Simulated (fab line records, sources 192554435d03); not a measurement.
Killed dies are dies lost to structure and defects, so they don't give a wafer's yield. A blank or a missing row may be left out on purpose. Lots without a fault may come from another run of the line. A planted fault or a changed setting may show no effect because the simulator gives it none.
Problem report in the 8D (eight disciplines) form, filled by code | flow n5_finfet | the parts of the form that need people (team, actions taken, sign-off) are left out

1. THE PROBLEM
spin_speed_rpm at N5_BEOL_M4_COAT_76 reads a mean of 1641.7 rpm on 6 wafers of 2 lots; wafers without a fault read 1499.8 rpm with a standard deviation of 0.94. That is +99 or more standard deviations from the usual mean.
The step: time 60 s, resist thk 5 nm.
First seen on wafer L548.1, day 9 08:14, on litho_track-05. The record holds 12 wafers of 4 lots with a number at this step. Rule for "out", or "out of limits": more than 4 standard deviations from the usual mean. The other wafers with a number count as sound.

2. WHAT IT IS AND WHAT IT IS NOT
question                    | is                     | is not
which readings at this step | spin_speed_rpm         | chill_plate_temp_C, heater_power_total_W
which lots                  | L548, L549             | L558, L568
which wafers of those lots  | all that have a number | -
read on which tools         | litho_track-05         | litho_track-04
when                        | from day 9 08:14       | up to then (0 sound wafers); but 6 sound wafers of L558, L568 came after

3. SUSPECTS, AND WHAT RULES EACH OUT
Counting: a tool at a process step up to the reading stays a suspect if it ran every lot that is out and no sound lot after the first of them.
- litho_track-05 at N5_BEOL_M4_COAT_76 (time 60 s, resist thk 5 nm): ruled out as a lasting fault. Sound lots L568 ran on it after its first lot that is out, L548 (day 9 08:14).
Left after counting: nothing in the record.

4. THE CAUSE (what the simulator had put in)
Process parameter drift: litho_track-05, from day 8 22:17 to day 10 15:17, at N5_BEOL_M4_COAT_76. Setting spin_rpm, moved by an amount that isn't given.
Counting ruled it out, wrongly.

5. THE CHAIN OF EFFECTS, in route order
Each row: a reading whose mean over the struck wafers that have a number lies more than 3 standard deviations from the usual. Only readings for which the record gives a usual standard deviation are gone through. hours: the time from each lot's start at the first step in this table that gives one to its start at this step, as a median over the lots. sigmas: the change in usual standard deviations.
hours | step               | reading        | usual      | on struck wafers | change | sigmas
0     | N5_BEOL_M4_COAT_76 | spin_speed_rpm | 1499.8 rpm | 1641.7           | +141.9 | +99 or more
The process steps in it:
- N5_BEOL_M4_COAT_76: time 60 s, resist thk 5 nm.
Later measuring or inspecting steps at which every struck wafer that the step has a row for has a number for every such reading, and none has moved that far: N5_BEOL_M4_RC_MEAS_101.

6. WHAT WOULD HAVE CAUGHT IT SOONER
In this record the first reading out of limits was taken at day 9 08:14, 10 hours after the fault began at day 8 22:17.
